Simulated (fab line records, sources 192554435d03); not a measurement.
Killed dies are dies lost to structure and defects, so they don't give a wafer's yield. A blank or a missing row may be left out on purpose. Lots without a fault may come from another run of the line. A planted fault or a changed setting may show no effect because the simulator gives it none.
Chamber matching | flow n5_finfet | N5_BEOL_M3_ALD_98 on ald_sin-02: 4 sister chambers
The step deposits SiO2, target thk 2.5 nm, pulse time 1 s, co reactant pulse time 1 s. 20 wafers are shown with their chamber, then 10 later ones without.

WAFERS WITH THEIR CHAMBER
wafer  | chamber | heater_power_w (W) | precursor_pulse_height_rel
L077.3 | 1       | 76                 | 1.036
L077.5 | 1       | 76                 | 1.017
L077.6 | 0       | 77                 | 0.991
L082.1 | 2       | 78                 | 0.994
L082.3 | 0       | 77                 | 1.023
L082.4 | 3       | 78                 | 1.010
L083.1 | 3       | 75                 | 1.012
L083.4 | 2       | 78                 | 1.001
L083.5 | 1       | 75                 | 0.986
L084.2 | 2       | 79                 | 1.005
L084.3 | 3       | 78                 | 0.954
L084.6 | 3       | 77                 | 0.975
L087.3 | 3       | 78                 | 0.985
L087.5 | 1       | 76                 | 0.973
L087.6 | 2       | 78                 | 0.986
L089.1 | 2       | 78                 | 1.008
L089.2 | 1       | 75                 | 1.006
L089.3 | 0       | 79                 | 0.987
L091.2 | 0       | 77                 | 1.013
L091.5 | 2       | 79                 | 0.959

SIGNATURES (means of the wafers above)
reading                    | chamber 0 | chamber 1 | chamber 2 | chamber 3 | scatter within a chamber
heater_power_w             | 77.50     | 75.60     | 78.33     | 77.20     | 0.878
precursor_pulse_height_rel | 1.00350   | 1.00360   | 0.99217   | 0.98720   | 0.0215
Rule: a wafer's distance from a chamber is the root of the sum, over the readings, of the square of ((its reading less the chamber's mean) divided by the reading's scatter). The wafer belongs to the nearest chamber; if the next one is less than 2 further off, it can't be placed. The scatter: the root of (the sum of the squares of (reading less its chamber's mean) over the shown wafers, divided by (wafers less chambers)).

WAFERS WITHOUT THEIR CHAMBER
wafer  | heater_power_w (W) | precursor_pulse_height_rel
L091.6 | 78                 | 0.993
L093.2 | 76                 | 1.011
L093.3 | 77                 | 1.024
L093.4 | 77                 | 1.025
L094.3 | 78                 | 1.007
L094.4 | 78                 | 0.974
L094.6 | 76                 | 1.021
L097.2 | 79                 | 1.018
L097.4 | 72                 | 1.004
L097.6 | 77                 | 0.975

WHICH CHAMBER EACH WENT THROUGH
wafer  | from the rows above               | in truth
L091.6 | can't be placed: 2 or 0 or 3      | 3
L093.2 | can't be placed: 1 or 0 or 3      | 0
L093.3 | can't be placed: 0 or 3 or 1 or 2 | 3
L093.4 | can't be placed: 0 or 3 or 1 or 2 | 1
L094.3 | can't be placed: 0 or 2 or 3      | 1
L094.4 | can't be placed: 2 or 3 or 0      | 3
L094.6 | can't be placed: 1 or 0 or 3      | 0
L097.2 | can't be placed: 2 or 0 or 3      | 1
L097.4 | can't be placed: 1 or 3           | 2
L097.6 | can't be placed: 3 or 0 or 2 or 1 | 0
Placed correctly: 0 of 10. Can't be placed from these rows: 10 (the true chamber is among the candidates in 7). Placed wrongly: 0.
